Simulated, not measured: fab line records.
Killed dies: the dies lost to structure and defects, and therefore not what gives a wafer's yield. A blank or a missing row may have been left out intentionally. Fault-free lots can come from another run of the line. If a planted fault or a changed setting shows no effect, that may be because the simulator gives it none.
Split-lot study | flow n5-finfet | 39 wafers read from 7 lots, route of 1938 steps

== THE SPLIT ==
At N5_MOL_CONTACT_COAG_VIA_ETCH_46 (etches SiO2 in C4F6/O2, target depth 46 nm, overetch 9.2 nm, time 40 s), the setting bias-w was moved away from the recipe's 455 W on 15 of the 39 wafers read, by -16.1% to +13.6%. For the rest of the wafers, this setting stayed at what the recipe calls for.

The reading comes from the split's own step.

== THE READING ==
rf-vpp-V, in V, at N5_MOL_CONTACT_COAG_VIA_ETCH_46 (etches SiO2 in C4F6/O2, target depth 46 nm, overetch 9.2 nm, time 40 s). Typical for fault-free wafers on this fab line: 1588 V, with standard deviation 33 V.

wafer  | tool, chamber at the split | bias-w as run, W | against the recipe | rf-vpp-V, V | against lot-mates on the recipe
L079.1 | rie-diel-06, 3             | 455              | recipe             | 1541        | -
L079.2 | rie-diel-06, 1             | 416.8            | -8.4%              | 1536        | -40
L079.3 | rie-diel-06, 0             | 416.8            | -8.4%              | 1533        | -43
L079.4 | rie-diel-06, 2             | 455              | recipe             | 1548        | -
L079.5 | rie-diel-06, 2             | 416.8            | -8.4%              | 1450        | -126
L079.6 | rie-diel-06, 1             | 455              | recipe             | 1640        | -
L082.1 | rie-diel-03, 1             | 455              | recipe             | 1586        | -
L082.2 | rie-diel-03, 2             | 381.9            | -16.1%             | 1368        | -204
L082.3 | rie-diel-03, 0             | 381.9            | -16.1%             | 1407        | -165
L082.4 | rie-diel-03, 3             | 381.9            | -16.1%             | 1377        | -195
L082.5 | rie-diel-03, 2             | 455              | recipe             | 1559        | -
L082.6 | rie-diel-03, 3             | 455              | recipe             | 1571        | -
L086.1 | rie-diel-06, 1             | 517              | +13.6%             | 1800        | +215
L086.2 | rie-diel-06, 3             | 517              | +13.6%             | 1722        | +137
L086.3 | rie-diel-06, 0             | 455              | recipe             | 1637        | -
L086.4 | rie-diel-06, 2             | 455              | recipe             | 1549        | -
L086.5 | rie-diel-06, 3             | 455              | recipe             | 1568        | -
L086.6 | rie-diel-06, 2             | 517              | +13.6%             | 1704        | +119
L089.1 | rie-diel-06, 2             | 455              | recipe             | 1548        | -
L089.2 | rie-diel-06, 1             | 494.2            | +8.6%              | 1742        | +182
L089.3 | rie-diel-06, 3             | 455              | recipe             | 1565        | -
L089.4 | rie-diel-06, 0             | 494.2            | +8.6%              | 1740        | +180
L089.5 | rie-diel-06, 3             | 455              | recipe             | 1567        | -
L089.6 | rie-diel-06, 0             | 494.2            | +8.6%              | 1739        | +179
L093.1 | rie-diel-06, 3             | 455              | recipe             | 1567        | -
L093.2 | rie-diel-06, 0             | 487.7            | +7.2%              | 1721        | +161
L093.3 | rie-diel-06, 2             | 487.7            | +7.2%              | 1630        | +70
L093.4 | rie-diel-06, 1             | 487.7            | +7.2%              | 1725        | +165
L093.5 | rie-diel-06, 3             | 455              | recipe             | 1565        | -
L093.6 | rie-diel-06, 2             | 455              | recipe             | 1549        | -
L096.1 | rie-diel-01, 3             | 455              | recipe             | 1611        | -
L096.2 | rie-diel-01, 0             | 455              | recipe             | 1590        | -
L096.3 | rie-diel-01, 1             | 455              | recipe             | 1557        | -
L096.4 | rie-diel-01, 2             | 455              | recipe             | 1597        | -
L096.5 | rie-diel-01, 1             | 455              | recipe             | 1557        | -
L096.6 | rie-diel-01, 2             | 455              | recipe             | 1598        | -
L097.1 | rie-diel-03, 3             | 455              | recipe             | 1571        | -
L097.4 | rie-diel-03, 0             | 455              | recipe             | 1604        | -
L097.5 | rie-diel-03, 0             | 455              | recipe             | 1604        | -

FIT RESULTS
A straight line over all 39 wafers: rf-vpp-V changes by +12.7 V for each +1% of bias-w; r = +0.93; the points scatter about the line by 35 V.
The same after taking each lot's own level away (the mean of its wafers on the recipe; 39 wafers): +12.8 V for each +1%; r = +0.93; scatter 37 V.
Per that fit: largest bias-w move, reading shift of 2.1e+02 V.
The lots' own levels span 1560.0 to 1593.0 V, that is 1.0 times the standard deviation above.
So the lot-to-lot level changes the slope little: the two slopes agree.
Check: -192 V against its lot-mates is what the line predicts for one of the wafers moved furthest among these (-16.1%) when that wafer is left out of the fit. It came out at -204 V against them.
Tool readings at the split's step, against how far the setting was moved: rf-vpp-V r = +0.93.

== FURTHER SPLITS ON THESE WAFERS ==
Note: prior to the reading, these wafers also went through further splits. Each is held against what the fit with the lots' levels taken away leaves over:
other split on the same wafers        | wafers away from the commonest value | r with rf-vpp-V (lot level and that fit taken away)
N5_DUMMY_GATE_EXPOSE_12 dose-mj       | 12                                   | -0.07
N5_SD_EPI_N_ETCH_16 target-depth-a    | 18                                   | -0.28
N5_SD_EPI_N_EPI_21 temp-c             | 9                                    | -0.13
N5_GATE_CUT_CUT_ETCH_53 icp-w         | 18                                   | -0.32
N5_MOL_CONTACT_COAG_ALD_27 ald-cycles | 9                                    | +0.11

== THE FILE'S OWN FIT ==
rf-vpp-V changes by +12.9 V for each +1% of bias-w, r = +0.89.
